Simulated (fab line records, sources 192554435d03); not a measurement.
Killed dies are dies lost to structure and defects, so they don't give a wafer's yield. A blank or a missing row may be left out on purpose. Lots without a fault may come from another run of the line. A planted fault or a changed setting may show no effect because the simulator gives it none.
Which tool did it? | flow n5_finfet | 10 lots, 26 wafers sampled, at 7 steps of a route of 1938

WHAT THE GAUGES READ, wafer by wafer
N5_BEOL_M8_CD_MEAS_18: pitch 80 nm, target cd 40 nm. Usual: cd_nm 40.2 nm, standard deviation 0.53.
lot  | measured     | on        | cd_nm (nm)     | flag
L817 | day 9 16:34  | cd_sem-03 | 41.0 40.4 39.6 |
L819 | day 10 10:40 | cd_sem-03 | 40.2 39.5 39.6 |
L824 | day 12 02:26 | cd_sem-01 | 39.8 40.3 40.6 |
L826 | day 12 10:40 | cd_sem-03 | 39.8 40.1 39.7 |
L828 | day 12 20:36 | cd_sem-03 | 40.5 39.8 40.5 |
L831 | day 13 07:24 | cd_sem-02 | 40.7 40.8 39.7 |
L832 | day 13 15:37 | cd_sem-01 | 40.5 40.6 39.9 |
L834 | day 14 05:23 | cd_sem-02 | 40.5           |
L836 | day 14 09:07 | cd_sem-02 | 40.3           |
L838 | day 15 06:45 | cd_sem-01 | 39.4 39.2 39.0 |

N5_BEOL_M8_OCD_MEAS_38. Usual: trench_depth_nm 94.2 nm, standard deviation 1.6.
lot  | measured     | on     | trench_depth_nm (nm) | flag
L817 | day 9 17:33  | ocd-01 | 91.9 93.4 95.4       |
L819 | day 10 12:12 | ocd-01 | 93.5 95.5 93.5       |
L824 | day 12 05:15 | ocd-02 | 92.8 94.8 92.8       |
L826 | day 12 11:32 | ocd-02 | 95.8 93.7 92.0       |
L828 | day 12 22:34 | ocd-02 | 95.3 95.5 95.3       |
L831 | day 13 08:59 | ocd-01 | 91.0 92.6 94.7       |
L832 | day 13 18:05 | ocd-01 | 94.9 95.6 97.0       |
L834 | day 14 08:38 | ocd-01 | 84.0                 | OFF
L836 | day 14 10:00 | ocd-02 | 84.2                 | OFF
L838 | day 15 10:38 | ocd-01 | 92.7 95.4 95.3       |

N5_BEOL_M8_THK_MEAS_53: measures by xrf. Usual: M8_THK 80.2 nm, standard deviation 2.
lot  | measured     | on            | M8_THK (nm)    | flag
L817 | day 9 23:37  | film_metro-02 | 76.6 76.4 80.9 |
L819 | day 10 19:16 | film_metro-01 | 80.0 83.6 80.6 |
L824 | day 12 09:17 | film_metro-01 | 81.0 83.2 80.3 |
L826 | day 12 15:25 | film_metro-02 | 82.6 80.9 77.8 |
L828 | day 13 00:52 | film_metro-01 | 82.1 82.2 81.7 |
L831 | day 13 13:21 | film_metro-02 | 77.6 79.3 80.1 |
L832 | day 13 20:36 | film_metro-01 | 80.6 79.8 81.2 |
L834 | day 14 11:02 | film_metro-01 | 70.0           | OFF
L836 | day 14 12:35 | film_metro-01 | 70.1           | OFF
L838 | day 15 13:10 | film_metro-01 | 79.9 82.9 81.0 |

N5_BEOL_M8_RS_MEAS_57: measures by four-point-probe. Usual: M8_RS 0.282 ohm/sq, standard deviation 0.0079.
lot  | measured     | on            | M8_RS (ohm/sq)    | flag
L817 | day 9 23:47  | film_metro-01 | 0.297 0.298 0.277 |
L819 | day 10 19:23 | film_metro-01 | 0.283 0.269 0.279 |
L824 | day 12 09:25 | film_metro-02 | 0.280 0.272 0.284 |
L826 | day 12 15:33 | film_metro-01 | 0.272 0.279 0.291 |
L828 | day 13 01:00 | film_metro-01 | 0.275 0.275 0.275 |
L831 | day 13 13:29 | film_metro-02 | 0.291 0.284 0.280 |
L832 | day 13 20:44 | film_metro-02 | 0.279 0.282 0.275 |
L834 | day 14 11:10 | film_metro-02 | 0.334             | OFF
L836 | day 14 12:43 | film_metro-01 | 0.332             | OFF
L838 | day 15 13:20 | film_metro-01 | 0.281 0.272 0.280 |

WHICH TOOL RAN EACH LOT (tool, then ch and the chambers of the sampled wafers, then the start)
lot  | N5_BEOL_M8_DESCUM_33               | N5_BEOL_M8_ETCH_72                 | N5_BEOL_M8_TRENCH_ETCH_37
L817 | rie_diel-03 ch 0,1,3, day 9 17:07  | rie_diel-03 ch 0,1,3, day 9 17:10  | rie_diel-03 ch 0,1,3, day 9 17:23
L819 | rie_diel-05 ch 0,3, day 10 11:46   | rie_diel-05 ch 0,3, day 10 11:48   | rie_diel-05 ch 0,3, day 10 12:02
L824 | rie_diel-05 ch 1,2,3, day 12 04:49 | rie_diel-05 ch 1,2,3, day 12 04:51 | rie_diel-05 ch 1,2,3, day 12 05:05
L826 | rie_diel-03 ch 0,1,2, day 12 11:06 | rie_diel-03 ch 0,1,2, day 12 11:08 | rie_diel-03 ch 0,1,2, day 12 11:22
L828 | rie_diel-03 ch 0,2, day 12 22:09   | rie_diel-03 ch 0,2, day 12 22:11   | rie_diel-03 ch 0,2, day 12 22:25
L831 | rie_diel-03 ch 0,1, day 13 08:33   | rie_diel-03 ch 0,1, day 13 08:35   | rie_diel-03 ch 0,1, day 13 08:49
L832 | rie_diel-03 ch 0,2,3, day 13 17:39 | rie_diel-03 ch 0,2,3, day 13 17:41 | rie_diel-03 ch 0,2,3, day 13 17:55
L834 | rie_diel-03 ch 3, day 14 08:12     | rie_diel-03 ch 3, day 14 08:14     | rie_diel-03 ch 3, day 14 08:28
L836 | rie_diel-03 ch 3, day 14 09:35     | rie_diel-03 ch 3, day 14 09:37     | rie_diel-03 ch 3, day 14 09:51
L838 | rie_diel-05 ch 0,1,2, day 15 10:13 | rie_diel-05 ch 0,1,2, day 15 10:15 | rie_diel-05 ch 0,1,2, day 15 10:29
- N5_BEOL_M8_DESCUM_33: chemistry O2, time 7 s.
- N5_BEOL_M8_ETCH_72: etches underlayer in N2/H2, target depth 6.5 nm, time 5.2 s.
- N5_BEOL_M8_TRENCH_ETCH_37: etches SiCOH lowk in C4F6/O2, target depth 93.478 nm, time 31.2 s.

WHAT THE TOOLS THEMSELVES READ (means of the sampled wafers that have a number; where no wafer has one, the mark that the record gives instead)
N5_BEOL_M8_DESCUM_33. Usual: drypump_motor_current_A 5.9 A, standard deviation 0.4; oes_product_au 0.82 a.u., standard deviation 0.11; rf_vpp_V 242.9 V, standard deviation 1.2; showerhead_plenum_p_Torr 2.06 Torr, standard deviation 0.068; throttle_valve_pct 20.31 %, standard deviation 0.22.
lot  | tool        | drypump_motor_current_A (A) | oes_product_au (a.u.) | rf_vpp_V (V) | showerhead_plenum_p_Torr (Torr) | throttle_valve_pct (%) | flag
L817 | rie_diel-03 | 6.2                         | 0.72                  | 242.8        | 2.07                            | 20.38                  |
L819 | rie_diel-05 | 6.0                         | 0.69                  | 244.0        | 2.16                            | 20.55                  |
L824 | rie_diel-05 | 5.7                         | 0.74                  | 243.3        | 2.11                            | 20.54                  |
L826 | rie_diel-03 | 6.0                         | 0.88                  | 242.2        | 2.06                            | 20.24                  |
L828 | rie_diel-03 | 6.0                         | 0.94                  | 242.5        | 2.05                            | 20.17                  |
L831 | rie_diel-03 | 6.3                         | 0.81                  | 242.9        | 2.08                            | 20.43                  |
L832 | rie_diel-03 | 5.9                         | 0.86                  | 243.4        | 2.04                            | 20.12                  |
L834 | rie_diel-03 | 5.9                         | 0.69                  | 242.9        | 2.04                            | 20.08                  |
L836 | rie_diel-03 | 5.9                         | 0.69                  | 242.3        | 2.04                            | 20.09                  |
L838 | rie_diel-05 | 5.5                         | 0.90                  | 243.3        | 2.11                            | 20.27                  |

N5_BEOL_M8_ETCH_72. Usual: bias_w 150.0 W, standard deviation 0.44; drypump_motor_current_A 5.9 A, standard deviation 0.4; etch_rf_on_time_s 5.12 s, standard deviation 0.12; oes_product_au 0.70 a.u., standard deviation 0.096; rf_vpp_V 523.1 V, standard deviation 2.4; showerhead_plenum_p_Torr 2.51 Torr, standard deviation 0.077; throttle_valve_pct 17.74 %, standard deviation 0.21.
lot  | tool        | bias_w (W) | drypump_motor_current_A (A) | etch_rf_on_time_s (s) | oes_product_au (a.u.) | rf_vpp_V (V) | showerhead_plenum_p_Torr (Torr) | throttle_valve_pct (%) | flag
L817 | rie_diel-03 | 150.2      | 6.2                         | 5.19                  | 0.61                  | 523.6        | 2.53                            | 17.83                  |
L819 | rie_diel-05 | 150.0      | 6.0                         | 5.07                  | 0.60                  | 525.6        | 2.61                            | 17.95                  |
L824 | rie_diel-05 | 149.6      | 5.7                         | 5.12                  | 0.63                  | 523.6        | 2.57                            | 17.97                  |
L826 | rie_diel-03 | 149.4      | 6.0                         | 5.11                  | 0.76                  | 522.5        | 2.50                            | 17.62                  |
L828 | rie_diel-03 | 149.7      | 6.0                         | 5.04                  | 0.82                  | 522.0        | 2.48                            | 17.57                  |
L831 | rie_diel-03 | 150.2      | 6.4                         | 5.14                  | 0.69                  | 522.3        | 2.51                            | 17.75                  |
L832 | rie_diel-03 | 150.1      | 5.9                         | 5.01                  | 0.73                  | 522.7        | 2.49                            | 17.64                  |
L834 | rie_diel-03 | 149.9      | 6.0                         | 5.09                  | 0.59                  | 521.5        | 2.52                            | 17.77                  |
L836 | rie_diel-03 | 150.1      | 5.9                         | 5.02                  | 0.59                  | 523.1        | 2.52                            | 17.79                  |
L838 | rie_diel-05 | 150.0      | 5.5                         | 5.07                  | 0.76                  | 523.4        | 2.54                            | 17.57                  |

N5_BEOL_M8_TRENCH_ETCH_37. Usual: C4F6_flow_sccm 10.01 sccm, standard deviation 0.033; bias_w 185.0 W, standard deviation 0.53; drypump_motor_current_A 5.9 A, standard deviation 0.4; oes_product_au 0.82 a.u., standard deviation 0.11; rf_vpp_V 664 V, standard deviation 16; showerhead_plenum_p_Torr 2.82 Torr, standard deviation 0.085; throttle_valve_pct 20.85 %, standard deviation 0.21.
lot  | tool        | C4F6_flow_sccm (sccm) | bias_w (W) | drypump_motor_current_A (A) | oes_product_au (a.u.) | rf_vpp_V (V) | showerhead_plenum_p_Torr (Torr) | throttle_valve_pct (%) | flag
L817 | rie_diel-03 | 10.01                 | 184.5      | 6.2                         | 0.72                  | 651          | 2.83                            | 20.93                  |
L819 | rie_diel-05 | 9.98                  | 184.8      | 6.0                         | 0.69                  | 669          | 2.93                            | 20.98                  |
L824 | rie_diel-05 | 10.02                 | 184.9      | 5.7                         | 0.74                  | 673          | 2.88                            | 21.06                  |
L826 | rie_diel-03 | 9.99                  | 185.2      | 6.0                         | 0.88                  | 651          | 2.81                            | 20.78                  |
L828 | rie_diel-03 | 10.02                 | 184.9      | 6.0                         | 0.96                  | 655          | 2.78                            | 20.64                  |
L831 | rie_diel-03 | 10.01                 | 185.3      | 6.3                         | 0.80                  | 651          | 2.83                            | 20.95                  |
L832 | rie_diel-03 | 10.03                 | 184.5      | 5.9                         | 0.85                  | 652          | 2.79                            | 20.70                  |
L834 | rie_diel-03 | 9.97                  | 122.3      | 5.9                         | 0.64                  | 466          | 2.81                            | 20.75                  | OFF
L836 | rie_diel-03 | 9.95                  | 123.1      | 5.9                         | 0.64                  | 466          | 2.81                            | 20.75                  | OFF
L838 | rie_diel-05 | 9.98                  | 185.1      | 5.5                         | 0.89                  | 672          | 2.86                            | 20.71                  |

THE ANSWER, worked out from the rows above alone
Rule: a lot is off if the mean of its wafers that have a number lies more than 3 standard deviations from the usual mean. A lot without any number at a reading at which 4 lots or more have one is off too. The other lots that the step has rows for count as sound. The gauges are gone through in route order, then the tools' own readings, and for those a lot's mean is taken as printed above. The first step at which some lot is off is used, and at that step the reading that is off furthest; a lot without a number counts as furthest.
Off: L834, L836, at N5_BEOL_M8_OCD_MEAS_38 (trench_depth_nm).
A tool fits if, at a process step before that reading, it ran every lot that is off, and no sound lot after the first of them. The gauges at N5_BEOL_M8_OCD_MEAS_38 aren't tried: what is off there is off at N5_BEOL_M8_THK_MEAS_53 too, on other tools, and a gauge's error can't cause that. One fits: rie_diel-03 at N5_BEOL_M8_DESCUM_33 and N5_BEOL_M8_ETCH_72 and N5_BEOL_M8_TRENCH_ETCH_37. At N5_BEOL_M8_DESCUM_33 its last sound lot is L832 (day 13 17:39), its first lot that is off L834 (day 14 08:12): a fault that began between those two fits.

WHAT THE SIMULATOR HAD PUT IN
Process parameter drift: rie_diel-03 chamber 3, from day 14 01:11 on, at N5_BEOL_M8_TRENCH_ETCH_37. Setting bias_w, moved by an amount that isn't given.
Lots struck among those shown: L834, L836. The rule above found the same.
